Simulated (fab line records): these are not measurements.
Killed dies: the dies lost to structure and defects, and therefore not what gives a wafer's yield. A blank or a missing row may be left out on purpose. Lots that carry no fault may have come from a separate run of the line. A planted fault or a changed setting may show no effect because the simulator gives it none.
The tool behind it: which one?	flow nand_harc	6 lots, 18 wafers sampled, at 2 steps of a route of 1159

== WHAT EACH GAUGE READ, for each wafer ==
NHARC_P_STI_OCD_MEAS_17.
lot	measured	on	trench_depth_nm (nm)
L405	day 3 02:01	ocd-01	300 291 292
L407	day 3 13:05	ocd-02	309 295 312
L409	day 4 05:38	ocd-02	302 292 298
L412	day 4 22:01	ocd-01	301 292 300
L416	day 5 21:00	ocd-01	297 303 300
L422	day 7 05:28	ocd-01	303 296 289

== TOOL THAT RAN EACH LOT (tool first, then ch and the chambers of the sampled wafers, then the start) ==
lot	NHARC_P_STI_DESCUM_14
L405	rie_diel-06 ch 1,2,3, day 3 01:29
L407	rie_diel-03 ch 0,1,2, day 3 12:34
L409	rie_diel-03 ch 1,2,3, day 4 05:06
L412	rie_diel-06 ch 1,2,3, day 4 21:29
L416	rie_diel-03 ch 2,3, day 5 20:28
L422	rie_diel-05 ch 0,3, day 7 04:54
- NHARC_P_STI_DESCUM_14: chemistry O2, time 3 s.

== THE ANSWER, worked out from the rows above alone ==
Rule: what is usual is taken from the lots themselves. The widest of any qualifying gaps counts: lots, ordered by their means at a reading, are off when they make up no more than a third of the lots, leave a main group of 4 or more, and stand apart from it by 3 or more times the standard deviation of that group's means. A main group is skipped when, at the precision printed for the reading in the tables above, its means are all equal. A lot without any number at a reading at which 4 lots or more have one is off too. Any other lot the step has rows for is counted as sound.
Across all readings shown, no lot is off: no conclusion can be drawn from this.

== WHAT HAD BEEN PUT IN BY THE SIMULATOR ==
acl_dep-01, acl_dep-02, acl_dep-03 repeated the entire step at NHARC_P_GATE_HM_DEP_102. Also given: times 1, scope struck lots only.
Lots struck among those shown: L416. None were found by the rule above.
